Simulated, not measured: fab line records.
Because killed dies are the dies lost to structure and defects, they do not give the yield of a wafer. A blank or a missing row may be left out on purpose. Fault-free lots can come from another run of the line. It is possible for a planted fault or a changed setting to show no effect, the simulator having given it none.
A struck lot beside a sound one	flow n5_finfet	15 out of 1938 route steps
Sound: wafers L413.4, L413.5, L413.6. Wafers L401.3, L401.5, L401.6 were the ones struck. The cause is given at the end.
For every step that has rows: the tool of each side, followed by ch and its chambers, followed by its first start. Under that, the readings that differ: sound wafers	struck wafers	difference of the means	sigmas: that difference in standard deviations of wafers without a fault.
alike: readings with means less than 2 such deviations apart, plus words and numbers identical on both sides. not compared: withheld readings, readings lacking a value on some wafer, bounds such as >300 that could conceal the same value, and numbers that have no deviation in the record and whose values overlap.
Wherever a step has rows on one side only, a row that says differs or no value, or a row with sigmas, the two part there. Non-overlapping numbers with no deviation appear without sigmas and do not part them. Lack of a reading on every wafer of one side parts them only where that side has two or more wafers.

N5_MOL_CONTACT_COAG_ETCH_48: etches SiOC in C4F6/O2, target depth 15 nm, overetch 4.5 nm, time 17 s.
  sound on rie_diel-01 ch 2,3, day 12 14:53; struck on rie_diel-01 ch 0,1, day 8 07:29
  alike: drypump_motor_current_A, oes_o_777_au, oes_product_au, rf_vpp_V, showerhead_plenum_p_Torr, throttle_valve_pct
  not compared: rf_hours_counter_h
N5_MOL_CONTACT_COAG_STRIP_72: strips in N2/H2.
  sound on rie_diel-01 ch 2,3, day 12 14:56; struck on rie_diel-01 ch 0,1, day 8 07:33
  alike: drypump_motor_current_A, oes_product_au, rf_vpp_V, showerhead_plenum_p_Torr, throttle_valve_pct
  not compared: rf_hours_counter_h
N5_MOL_CONTACT_COAG_STRIP_49: strips in N2/H2, time 30 s.
  sound on plasma_asher-01 ch 0,1, day 12 15:02; struck on plasma_asher-01 ch 0,1, day 8 07:39
  alike: drypump_motor_current_A, heater_power_w
  not compared: rf_hours_counter_h
then, 2 steps without rows for these wafers: N5_MOL_CONTACT_COAG_PRECLEAN_138 (cleans in alkaline clean, time 60 s); N5_MOL_CONTACT_COAG_SRD_139 (time 30 s).
N5_MOL_CONTACT_COAG_CD_MEAS_101: target cd 16 nm.
  sound on cd_sem-03, day 12 15:11; struck on cd_sem-02, day 8 07:47
  alike: cd_nm
after that, 1 step had no rows for these wafers: N5_MOL_CONTACT_COAG_PRE_CLEAN_121.
N5_MOL_CONTACT_COAG_CVD_140: deposits W, target thk 66.5 nm, time 215 s.
  sound on cvd_w-01 ch 0,1, day 12 15:23; struck on cvd_w-02 ch 0,1, day 8 07:59
  alike: heater_power_w
then, 2 steps without rows for these wafers: N5_MOL_CONTACT_COAG_PRECLEAN_127 (cleans in DIW, time 57.5 s); N5_MOL_CONTACT_COAG_SRD_128 (dry time 32 s).
N5_MOL_CONTACT_COAG_CMP_52: polishes, stops on SiO2, t overpolish 1.5 s, target thk 66.5 nm.
  sound on cmp-01 ch 0,2,3, day 12 15:44; struck on cmp-03 ch 0,1,2, day 8 08:20
  alike: head_pressure_psi, motor_current_A, overpolish_run_s, time_to_endpoint_s
N5_MOL_CONTACT_COAG_THK_MEAS_53:
  sound on film_metro-02, day 12 15:58; struck on film_metro-01, day 8 08:32
  alike: VIA_MOL_THK
N5_MOL_CONTACT_COAG_ANNEAL_112: time 1800 s.
  sound on hp_anneal-01 ch 0, day 12 15:59; struck on hp_anneal-01 ch 0, day 8 08:33
reading	sound	struck	difference	sigmas
spike_tc_bottom_C (C)	420.4 420.4 420.0	406.3 408.1 407.6	-12.9	-13
spike_tc_centre_C (C)	403.2 402.1 400.9	389.3 390.0 390.5	-12.1	-12
spike_tc_lower_C (C)	398.3 399.2 397.1	386.5 386.0 385.6	-12.2	-13
spike_tc_top_C (C)	427.5 430.8 429.6	417.9 419.4 419.3	-10.4	-10
spike_tc_upper_C (C)	399.6 398.1 398.2	386.5 386.7 386.4	-12.1	-11
wafer_temp_C_max	401.26 401.18 400.85	390.14 389.47 390.40	-11.09	-37
zone_power_bottom_pct (%)	11.51 11.35 11.40	11.06 11.01 10.90	-0.43	-4
zone_power_centre_pct (%)	9.64 9.58 9.62	9.24 9.17 9.15	-0.43	-5
zone_power_lower_pct (%)	8.62 8.47 8.45	8.25 8.17 8.16	-0.32	-4
zone_power_top_pct (%)	22.14 22.09 21.96	21.29 21.08 21.03	-0.93	-4
zone_power_upper_pct (%)	9.23 9.20 9.19	8.86 8.88 8.67	-0.40	-4
N5_MOL_CONTACT_COAG_INSPECT_97: inspects for defects (darkfield).
  sound on defect_inspect-01, day 12 19:05; struck on defect_inspect-02, day 8 11:37
  alike: raw_defect_count
-- here the record skips 4 days between the struck wafers' starts before and after, leaving off in module MOL_CONTACT_COAG and picking up in module BEOL_M4 (first step shown: number 1111 of the route) --
N5_BEOL_M4_RC_MEAS_101:
  sound on prober-02 ch 0, day 15 22:20; struck on prober-01 ch 0, day 12 02:19
reading	sound	struck	difference	sigmas
DIBL_P (mV/V)	35.3 32.8 35.2	38.9 37.8 37.0	+3.5	+2
ION_N (uA/um)	690 685 698	681 666 671	-18	-2
ION_P (uA/um)	472 474 475	459 450 459	-18	-3
SS_P (mV/dec)	74.0 72.4 72.7	75.6 74.0 73.9	+1.5	+3
VT_P (mV)	-244 -247 -243	-250 -253 -255	-8	-2
  alike: DIBL_N, IOFF_N, IOFF_P, SS_N, VT_N

## WHERE THEY PART
Earliest at N5_MOL_CONTACT_COAG_ANNEAL_112; latest, in this record, at N5_BEOL_M4_RC_MEAS_101.

WHY: what had been put in by the simulator
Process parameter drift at N5_MOL_CONTACT_COAG_ANNEAL_112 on hp_anneal-01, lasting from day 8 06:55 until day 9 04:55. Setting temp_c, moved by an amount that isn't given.
